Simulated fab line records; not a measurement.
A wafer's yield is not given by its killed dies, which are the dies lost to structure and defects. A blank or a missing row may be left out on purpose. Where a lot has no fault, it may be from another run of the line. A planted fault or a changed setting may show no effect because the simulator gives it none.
Which tool did it?	flow nandHarc	Sampling: 23 lots, 69 wafers, 6 of 1302 route steps

## WHAT THE GAUGES SHOWED, per wafer
No reading from a measuring or inspecting step in the record can be judged against a usual standard deviation.

## TOOL THAT RAN EACH LOT (tool first, then ch and the chambers of the sampled wafers, then the start)
lot	NHARC_A_STAIRCASE_TRIM_189	NHARC_A_STAIRCASE_ETCH_197	NHARC_A_STAIRCASE_TRIM_200	NHARC_A_STAIRCASE_TRIM_220	NHARC_A_STAIRCASE_STRIP_254	NHARC_A_STAIRCASE_STRIP_295
L074	rieDiel-06 ch 0,2,3, day 15 12:32 or earlier	rieDiel-06 ch 0,1,2, day 15 12:32 or earlier	rieDiel-06 ch 0,2,3, day 15 12:32 or earlier	rieDiel-01 ch 2,3, day 15 12:32	plasmaAsher-01 ch 0,1, day 15 16:26	rieDiel-05 ch 0,2,3, no start
L075	rieDiel-01 ch 1,2,3, day 16 08:28 or earlier	rieDiel-01 ch 2,3, day 16 08:28 or earlier	rieDiel-01 ch 2,3, day 16 08:28 or earlier	rieDiel-05 ch 0,2,3, day 16 08:28	plasmaAsher-01 ch 0,1, day 16 12:17	rieDiel-05 ch 0,3, no start
L076	rieDiel-05 ch 1,2, day 16 14:43 or earlier	rieDiel-05 ch 1,3, day 16 14:43 or earlier	rieDiel-05 ch 0,2,3, day 16 14:43 or earlier	rieDiel-01 ch 0,1,2, day 16 14:43	plasmaAsher-01 ch 0,1, day 16 18:34	rieDiel-05 ch 0,1,2, no start
L077	rieDiel-01 ch 0,1,3, day 16 22:31 or earlier	rieDiel-05 ch 0,1,2, day 16 22:31 or earlier	rieDiel-05 ch 1,2, day 16 22:31 or earlier	rieDiel-05 ch 1,2,3, day 16 22:31	plasmaAsher-02 ch 0,1, day 17 02:18	rieDiel-01 ch 1,3, no start
L078	rieDiel-06 ch 0,2,3, day 17 17:45 or earlier	rieDiel-06 ch 0,1,2, day 17 17:45 or earlier	rieDiel-06 ch 1,2,3, day 17 17:45 or earlier	rieDiel-05 ch 0,2,3, day 17 17:45	plasmaAsher-02 ch 0,1, day 17 22:17	rieDiel-01 ch 0,1,2, no start
L079	rieDiel-06 ch 0,1,3, day 17 23:46 or earlier	rieDiel-01 ch 0,3, day 17 23:46 or earlier	rieDiel-01 ch 0,1,2, day 17 23:46 or earlier	rieDiel-06 ch 1,2, day 17 23:46	plasmaAsher-01 ch 0,1, day 18 06:56	rieDiel-06 ch 0,2,3, no start
L080	rieDiel-06 ch 1,2,3, day 18 14:59 or earlier	rieDiel-06 ch 1,2,3, day 18 14:59 or earlier	rieDiel-06 ch 0,1,2, day 18 14:59 or earlier	rieDiel-06 ch 0,1,3, day 18 14:59	plasmaAsher-01 ch 0,1, day 18 19:05	rieDiel-05 ch 1,2,3, no start
L082	rieDiel-06 ch 0,2,3, day 19 04:15 or earlier	rieDiel-01 ch 2,3, day 19 04:15 or earlier	rieDiel-01 ch 0,1, day 19 04:15 or earlier	rieDiel-05 ch 2,3, day 19 04:15	plasmaAsher-02 ch 0,1, day 19 08:22	rieDiel-01 ch 1,2,3, no start
L081	rieDiel-05 ch 0,2, day 19 03:36 or earlier	rieDiel-06 ch 1,2,3, day 19 03:36 or earlier	rieDiel-06 ch 0,2,3, day 19 03:36 or earlier	rieDiel-06 ch 0,3, day 19 03:36	plasmaAsher-01 ch 1, day 19 07:17	rieDiel-06 ch 0,1,3, no start
L083	rieDiel-05 ch 1,2,3, day 19 14:09 or earlier	rieDiel-05 ch 0,2,3, day 19 14:09 or earlier	rieDiel-05 ch 0,1,3, day 19 14:09 or earlier	rieDiel-06 ch 0,2,3, day 19 14:09	plasmaAsher-01 ch 0,1, day 19 18:14	rieDiel-06 ch 0,1,2, no start
L085	rieDiel-01 ch 0,3, day 20 05:00 or earlier	rieDiel-01 ch 1,2,3, day 20 05:00 or earlier	rieDiel-01 ch 1,3, day 20 05:00 or earlier	rieDiel-05 ch 0,1,3, day 20 05:00	plasmaAsher-02 ch 0,1, day 20 08:46	rieDiel-06 ch 0,2, no start
L084	rieDiel-06 ch 0,1, day 20 05:17 or earlier	rieDiel-05 ch 0,1,3, day 20 05:17 or earlier	rieDiel-05 ch 0,2,3, day 20 05:17 or earlier	rieDiel-01 ch 1,2,3, day 20 05:17	plasmaAsher-01 ch 0,1, day 20 09:17	rieDiel-01 ch 0,1, no start
L086	rieDiel-01 ch 0,2,3, day 20 15:09 or earlier	rieDiel-01 ch 0,2, day 20 15:09 or earlier	rieDiel-01 ch 2,3, day 20 15:09 or earlier	rieDiel-01 ch 2,3, day 20 15:09	plasmaAsher-02 ch 0,1, day 20 19:01	rieDiel-01 ch 1,2,3, no start
L087	rieDiel-06 ch 1,2,3, day 22 03:49 or earlier	rieDiel-05 ch 0,3, day 22 03:49 or earlier	rieDiel-05 ch 1,2,3, day 22 03:49 or earlier	rieDiel-05 ch 0,2,3, day 22 03:49	plasmaAsher-02 ch 0,1, day 22 07:46	rieDiel-06 ch 1,2,3, no start
L089	rieDiel-01 ch 0,2, day 22 06:52 or earlier	rieDiel-01 ch 0,2,3, day 22 06:52 or earlier	rieDiel-01 ch 1,2, day 22 06:52 or earlier	rieDiel-05 ch 1,3, day 22 06:52	plasmaAsher-02 ch 1, day 22 10:50	rieDiel-05 ch 2,3, no start
L091	rieDiel-06 ch 0,1,3, day 22 14:56 or earlier	rieDiel-01 ch 1,2,3, day 22 14:56 or earlier	rieDiel-01 ch 0,3, day 22 14:56 or earlier	rieDiel-01 ch 2,3, day 22 14:56	plasmaAsher-02 ch 0,1, day 22 19:29	rieDiel-06 ch 0,1,2, no start
L090	rieDiel-01 ch 1,3, day 22 15:59 or earlier	rieDiel-01 ch 0,2,3, day 22 15:59 or earlier	rieDiel-01 ch 0,2, day 22 15:59 or earlier	rieDiel-05 ch 0,2, day 22 15:59	plasmaAsher-02 ch 0,1, day 22 19:45	rieDiel-01 ch 1,3, no start
L092	rieDiel-06 ch 2,3, day 23 16:32 or earlier	rieDiel-06 ch 0,1, day 23 16:32 or earlier	rieDiel-06 ch 0,1, day 23 16:32 or earlier	rieDiel-05 ch 1,2,3, day 23 16:32	plasmaAsher-02 ch 0,1, day 23 20:16	rieDiel-05 ch 0,3, no start
L093	rieDiel-01 ch 0,1,2, day 23 19:32 or earlier	rieDiel-06 ch 0,2,3, day 23 19:32 or earlier	rieDiel-06 ch 0,1,3, day 23 19:32 or earlier	rieDiel-05 ch 0,1,3, day 23 19:32	plasmaAsher-01 ch 0,1, day 23 23:11	rieDiel-06 ch 0,2,3, no start
L094	rieDiel-05 ch 2,3, day 24 09:51 or earlier	rieDiel-05 ch 0,1,2, day 24 09:51 or earlier	rieDiel-05 ch 0,1,2, day 24 09:51 or earlier	rieDiel-06 ch 0,3, day 24 09:51	plasmaAsher-02 ch 0,1, day 24 14:34	rieDiel-01 ch 1,2, no start
L095	rieDiel-06 ch 0,1,3, day 24 10:26 or earlier	rieDiel-06 ch 0,3, day 24 10:26 or earlier	rieDiel-06 ch 0,1, day 24 10:26 or earlier	rieDiel-05 ch 1,3, day 24 10:26	plasmaAsher-01 ch 0,1, day 24 15:08	rieDiel-05 ch 0,1,2, no start
L096	rieDiel-06 ch 2,3, day 25 04:59 or earlier	rieDiel-06 ch 1,2,3, day 25 04:59 or earlier	rieDiel-06 ch 1,3, day 25 04:59 or earlier	rieDiel-05 ch 1,2,3, day 25 04:59	plasmaAsher-02 ch 0,1, day 25 08:49	rieDiel-06 ch 1,2,3, no start
L097	rieDiel-06 ch 0,2,3, day 25 16:41 or earlier	rieDiel-01 ch 0,1,2, day 25 16:41 or earlier	rieDiel-01 ch 0,1, day 25 16:41 or earlier	rieDiel-01 ch 0,2,3, day 25 16:41	plasmaAsher-02 ch 0,1, day 25 20:34	rieDiel-05 ch 0,2,3, no start
- NHARC_A_STAIRCASE_TRIM_189: chemistry O2, time 211.2 s.
- NHARC_A_STAIRCASE_ETCH_197: etches the open film in C4F8/O2, target depth 100 nm, time 40.5 s.
- NHARC_A_STAIRCASE_TRIM_200: chemistry O2, time 211.2 s.
- NHARC_A_STAIRCASE_TRIM_220: chemistry O2, time 211.2 s.
- NHARC_A_STAIRCASE_STRIP_254: strips in O2.
- NHARC_A_STAIRCASE_STRIP_295: strips in O2.

## AS READ BY THE TOOLS THEMSELVES (means over the sampled wafers that have a number; for cases with no such wafer, the mark the record gives instead)
NHARC_A_STAIRCASE_TRIM_189. Usual: drypumpMotorCurrentA 5.6 A, standard deviation 0.63; oesProductAu 0.997 a.u., standard deviation 0.011; rfVppV 57.8 V, standard deviation 0.95; showerheadPlenumPTorr 3.52 Torr, standard deviation 0.14; throttleValvePct 17.036 %, standard deviation 0.0097.
lot	tool	drypumpMotorCurrentA (A)	oesProductAu (a.u.)	rfVppV (V)	showerheadPlenumPTorr (Torr)	throttleValvePct (%)	flag
L074	rieDiel-06	5.7	0.998	57.4	3.50	17.037	
L075	rieDiel-01	5.8	1.002	57.9	3.48	17.033	
L076	rieDiel-05	5.8	0.992	57.4	3.41	17.029	
L077	rieDiel-01	5.7	0.999	57.4	3.49	17.034	
L078	rieDiel-06	5.7	1.004	57.9	3.48	17.032	
L079	rieDiel-06	5.9	0.994	57.7	3.53	17.043	
L080	rieDiel-06	5.7	0.997	57.9	3.46	17.035	
L082	rieDiel-06	5.7	1.000	57.2	3.48	17.058	
L081	rieDiel-05	6.0	1.000	57.3	3.43	17.026	
L083	rieDiel-05	5.3	1.002	58.2	3.53	17.035	
L085	rieDiel-01	5.1	0.992	58.2	3.40	17.032	
L084	rieDiel-06	5.5	0.993	57.7	3.61	17.038	
L086	rieDiel-01	5.4	0.985	56.8	3.45	17.030	
L087	rieDiel-06	5.7	0.993	58.6	3.62	17.036	
L089	rieDiel-01	5.6	0.986	57.6	3.50	17.032	
L091	rieDiel-06	5.9	0.999	58.0	3.68	17.030	
L090	rieDiel-01	6.1	0.999	57.4	3.48	17.039	
L092	rieDiel-06	5.5	1.000	58.5	3.57	17.031	
L093	rieDiel-01	6.0	0.997	57.7	3.51	17.036	
L094	rieDiel-05	5.4	0.990	57.5	3.65	17.034	
L095	rieDiel-06	5.9	1.008	57.6	3.67	17.028	
L096	rieDiel-06	5.5	1.002	58.5	3.56	17.039	
L097	rieDiel-06	5.7	1.002	58.2	3.63	17.044	

NHARC_A_STAIRCASE_ETCH_197. Usual: oesProductAu 0.947 a.u., standard deviation 0.017; rfVppV 895 V, standard deviation 4.9.
lot	tool	oesProductAu (a.u.)	rfVppV (V)	flag
L074	rieDiel-06	0.930	898	
L075	rieDiel-01	0.927	891	
L076	rieDiel-05	0.949	888	
L077	rieDiel-05	0.958	893	
L078	rieDiel-06	0.937	898	
L079	rieDiel-01	0.976	893	
L080	rieDiel-06	0.937	894	
L082	rieDiel-01	0.946	891	
L081	rieDiel-06	0.965	893	
L083	rieDiel-05	0.929	896	
L085	rieDiel-01	0.947	894	
L084	rieDiel-05	0.965	896	
L086	rieDiel-01	0.937	896	
L087	rieDiel-05	0.966	900	
L089	rieDiel-01	0.940	892	
L091	rieDiel-01	0.920	893	
L090	rieDiel-01	0.940	893	
L092	rieDiel-06	0.958	898	
L093	rieDiel-06	0.925	899	
L094	rieDiel-05	0.938	892	
L095	rieDiel-06	0.949	904	
L096	rieDiel-06	0.949	898	
L097	rieDiel-01	0.975	895	

NHARC_A_STAIRCASE_TRIM_200. Usual: drypumpMotorCurrentA 5.6 A, standard deviation 0.64; oesProductAu 0.999 a.u., standard deviation 0.01; rfVppV 57.7 V, standard deviation 0.86; showerheadPlenumPTorr 3.51 Torr, standard deviation 0.13; throttleValvePct 17.036 %, standard deviation 0.0087.
lot	tool	drypumpMotorCurrentA (A)	oesProductAu (a.u.)	rfVppV (V)	showerheadPlenumPTorr (Torr)	throttleValvePct (%)	flag
L074	rieDiel-06	5.7	1.000	58.1	3.50	17.041	
L075	rieDiel-01	5.4	0.993	57.3	3.46	17.030	
L076	rieDiel-05	5.5	0.996	57.8	3.39	17.036	
L077	rieDiel-05	5.8	0.989	57.9	3.41	17.041	
L078	rieDiel-06	5.7	0.996	58.2	3.46	17.043	
L079	rieDiel-01	6.0	0.993	57.8	3.54	17.033	
L080	rieDiel-06	5.4	0.998	57.3	3.58	17.045	
L082	rieDiel-01	6.3	1.012	58.7	3.55	17.040	
L081	rieDiel-06	5.7	1.003	57.5	3.48	17.029	
L083	rieDiel-05	5.0	1.001	57.7	3.55	17.030	
L085	rieDiel-01	6.1	0.996	57.4	3.49	17.038	
L084	rieDiel-05	5.5	0.992	57.1	3.56	17.041	
L086	rieDiel-01	5.2	0.992	57.7	3.40	17.035	
L087	rieDiel-05	5.3	0.995	57.1	3.52	17.043	
L089	rieDiel-01	6.4	1.000	57.4	3.53	17.038	
L091	rieDiel-01	5.3	0.991	58.1	3.45	17.037	
L090	rieDiel-01	5.6	0.987	57.4	3.50	17.028	
L092	rieDiel-06	5.6	1.002	57.5	3.63	17.035	
L093	rieDiel-06	5.9	1.011	57.2	3.68	17.037	
L094	rieDiel-05	5.5	1.009	57.1	3.40	17.036	
L095	rieDiel-06	5.6	1.000	58.8	3.62	17.043	
L096	rieDiel-06	6.2	1.006	58.5	3.72	17.038	
L097	rieDiel-01	6.3	1.013	58.2	3.52	17.038	

NHARC_A_STAIRCASE_TRIM_220. Usual: drypumpMotorCurrentA 5.5 A, standard deviation 0.63; oesProductAu 0.999 a.u., standard deviation 0.0097; rfVppV 57.8 V, standard deviation 0.8; showerheadPlenumPTorr 3.50 Torr, standard deviation 0.15; throttleValvePct 17.037 %, standard deviation 0.0087.
lot	tool	drypumpMotorCurrentA (A)	oesProductAu (a.u.)	rfVppV (V)	showerheadPlenumPTorr (Torr)	throttleValvePct (%)	flag
L074	rieDiel-01	5.2	0.994	58.9	3.41	17.044	
L075	rieDiel-05	5.5	0.999	58.0	3.39	17.033	
L076	rieDiel-01	6.0	1.002	58.0	3.54	17.046	
L077	rieDiel-05	5.4	0.997	57.8	3.36	17.037	
L078	rieDiel-05	5.5	0.993	56.6	3.39	17.038	
L079	rieDiel-06	5.2	0.996	58.5	3.52	17.035	
L080	rieDiel-06	5.9	1.001	57.7	3.52	17.039	
L082	rieDiel-05	5.4	0.993	57.9	3.68	17.030	
L081	rieDiel-06	5.9	1.004	57.9	3.54	17.034	
L083	rieDiel-06	5.7	1.004	57.2	3.47	17.034	
L085	rieDiel-05	5.0	1.004	58.0	3.55	17.026	
L084	rieDiel-01	5.8	0.991	57.6	3.47	17.033	
L086	rieDiel-01	5.4	0.987	58.1	3.45	17.037	
L087	rieDiel-05	5.5	0.989	58.6	3.55	17.037	
L089	rieDiel-05	4.8	1.003	57.4	3.51	17.040	
L091	rieDiel-01	5.2	0.994	57.6	3.39	17.036	
L090	rieDiel-05	6.0	0.988	58.0	3.42	17.033	
L092	rieDiel-05	5.3	0.997	57.5	3.51	17.039	
L093	rieDiel-05	5.0	1.014	57.8	3.53	17.031	
L094	rieDiel-06	6.2	1.004	58.5	3.75	17.033	
L095	rieDiel-05	4.9	0.991	58.0	3.64	17.037	
L096	rieDiel-05	5.3	0.991	57.6	3.51	17.037	
L097	rieDiel-01	5.4	0.999	57.5	3.43	17.036	

NHARC_A_STAIRCASE_STRIP_254. Usual: drypumpMotorCurrentA 5.5 A, standard deviation 0.37; heaterPowerW 323 W, standard deviation 14.
lot	tool	drypumpMotorCurrentA (A)	heaterPowerW (W)	flag
L074	plasmaAsher-01	5.3	331	
L075	plasmaAsher-01	5.4	334	
L076	plasmaAsher-01	5.3	335	
L077	plasmaAsher-02	5.8	328	
L078	plasmaAsher-02	5.6	329	
L079	plasmaAsher-01	5.4	341	
L080	plasmaAsher-01	5.4	331	
L082	plasmaAsher-02	5.8	311	
L081	plasmaAsher-01	5.3	327	
L083	plasmaAsher-01	5.4	333	
L085	plasmaAsher-02	5.9	314	
L084	plasmaAsher-01	5.3	329	
L086	plasmaAsher-02	5.9	313	
L087	plasmaAsher-02	5.5	322	
L089	plasmaAsher-02	6.1	304	
L091	plasmaAsher-02	5.6	319	
L090	plasmaAsher-02	5.6	319	
L092	plasmaAsher-02	5.8	314	
L093	plasmaAsher-01	5.3	324	
L094	plasmaAsher-02	5.6	321	
L095	plasmaAsher-01	5.3	328	
L096	plasmaAsher-02	5.8	317	
L097	plasmaAsher-02	5.8	307	

NHARC_A_STAIRCASE_STRIP_295. Usual: drypumpMotorCurrentA 5.6 A, standard deviation 0.63; oesProductAu 1.000 a.u., standard deviation 0.01; rfVppV 57.7 V, standard deviation 0.84; showerheadPlenumPTorr 3.50 Torr, standard deviation 0.14; throttleValvePct 17.037 %, standard deviation 0.0092.
lot	tool	drypumpMotorCurrentA (A)	oesProductAu (a.u.)	rfVppV (V)	showerheadPlenumPTorr (Torr)	throttleValvePct (%)	flag
L074	rieDiel-05	5.5	0.996	56.9	3.39	17.043	
L075	rieDiel-05	5.2	1.002	57.3	3.41	17.036	
L076	rieDiel-05	5.5	1.003	57.0	3.43	17.032	
L077	rieDiel-01	6.1	1.017	57.4	3.50	17.036	
L078	rieDiel-01	6.0	0.997	57.6	3.53	17.040	
L079	rieDiel-06	5.7	1.003	57.9	3.48	17.038	
L080	rieDiel-05	5.4	1.003	58.1	3.53	17.032	
L082	rieDiel-01	5.8	1.000	57.9	3.47	17.034	
L081	rieDiel-06	5.9	0.994	57.9	3.52	17.030	
L083	rieDiel-06	5.4	0.999	57.9	3.57	17.034	
L085	rieDiel-06	5.2	0.998	57.9	3.53	17.045	
L084	rieDiel-01	6.3	1.009	58.4	3.54	17.026	
L086	rieDiel-01	5.8	0.991	56.6	3.46	17.038	
L087	rieDiel-06	5.7	1.008	58.2	3.62	17.032	
L089	rieDiel-05	5.9	0.985	58.1	3.53	17.040	
L091	rieDiel-06	5.3	1.008	57.8	3.56	17.031	
L090	rieDiel-01	6.1	1.005	57.7	3.47	17.035	
L092	rieDiel-05	5.0	0.989	58.5	3.67	17.037	
L093	rieDiel-06	5.7	1.009	58.2	3.63	17.034	
L094	rieDiel-01	6.0	1.009	57.9	3.50	17.040	
L095	rieDiel-05	5.5	1.000	58.3	3.40	17.034	
L096	rieDiel-06	5.7	1.003	57.2	3.60	17.042	
L097	rieDiel-05	5.5	0.996	57.4	3.53	17.038	

## THE ANSWER, worked out from the rows above alone
Rule: take the mean of a lot's wafers that have a number; if it is more than 3 standard deviations from the usual mean, the lot is off. Also off: a lot with no number at a reading for which 4 or more lots have one. Any other lot the step has rows for is counted as sound. The gauges are gone through in route order, then the tools' own readings, and for those a lot's mean is taken as printed above. At the first step where some lot is off, the reading lying furthest off is the one used; lots without a number count as furthest.
Nothing can be told from this: no lot is off at any reading shown.

## WHAT THE SIMULATOR PUT IN
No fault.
